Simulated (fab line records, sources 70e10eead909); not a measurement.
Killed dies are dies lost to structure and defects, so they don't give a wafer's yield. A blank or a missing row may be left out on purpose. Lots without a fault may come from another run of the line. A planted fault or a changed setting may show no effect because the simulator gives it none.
Chamber matching | flow nand_harc | NHARC_P_BONDPAD_ACTIVATE_29 on rie_diel-03: 4 sister chambers
The step chemistry N2, time 60 s. 14 wafers are shown with their chamber, then 7 later ones without.

WAFERS WITH THEIR CHAMBER
wafer  | chamber | drypump_motor_current_A (A) | oes_product_au (a.u.) | n2_flow_sccm (sccm)
L681.2 | 0       | 5.8                         | 1.008                 | 198.8
L681.3 | 3       | 5.9                         | 1.003                 | 200.0
L681.6 | 1       | 6.2                         | 1.003                 | 199.7
L683.1 | 1       | 6.3                         | 1.006                 | 200.1
L683.5 | 3       | 5.9                         | 1.003                 | 200.4
L683.6 | 2       | 5.2                         | 1.001                 | 200.0
L686.2 | 2       | 5.2                         | 0.988                 | 199.4
L686.3 | 0       | 5.8                         | 1.002                 | 200.6
L686.6 | 0       | 5.8                         | 1.007                 | 200.4
L689.2 | 0       | 5.8                         | 1.006                 | 200.7
L689.3 | 1       | 6.3                         | 1.008                 | 200.1
L689.6 | 0       | 5.8                         | 1.001                 | 200.0
L690.1 | 2       | 5.2                         | 1.000                 | 199.7
L690.4 | 0       | 5.8                         | 1.006                 | 200.7

SIGNATURES (means of the wafers above)
reading                 | chamber 0 | chamber 1 | chamber 2 | chamber 3 | scatter within a chamber
drypump_motor_current_A | 5.800     | 6.267     | 5.200     | 5.900     | 0.0258
oes_product_au          | 1.00500   | 1.00567   | 0.99633   | 1.00300   | 0.00397
n2_flow_sccm            | 200.200   | 199.967   | 199.700   | 200.200   | 0.554
Rule: a wafer's distance from a chamber is the root of the sum, over the readings, of the square of ((its reading less the chamber's mean) divided by the reading's scatter). The wafer belongs to the nearest chamber; if the next one is less than 2 further off, it can't be placed. The scatter: the root of (the sum of the squares of (reading less its chamber's mean) over the shown wafers, divided by (wafers less chambers)).

WAFERS WITHOUT THEIR CHAMBER
wafer  | drypump_motor_current_A (A) | oes_product_au (a.u.) | n2_flow_sccm (sccm)
L690.6 | 5.2                         | 0.994                 | 200.3
L692.1 | 6.3                         | 1.014                 | 200.4
L692.2 | 5.2                         | 1.000                 | 200.4
L692.3 | 5.9                         | 1.003                 | 199.2
L701.1 | 5.8                         | 1.009                 | 199.2
L701.4 | 5.2                         | 0.988                 | 200.4
L701.5 | 6.3                         | 1.002                 | 199.6

WHICH CHAMBER EACH WENT THROUGH
wafer  | from the rows above | in truth
L690.6 | 2                   | 2
L692.1 | 1                   | 1
L692.2 | 2                   | 2
L692.3 | 3                   | 3
L701.1 | 0                   | 0
L701.4 | 2                   | 2
L701.5 | 1                   | 1
Placed correctly: 7 of 7. Can't be placed from these rows: 0. Placed wrongly: 0.
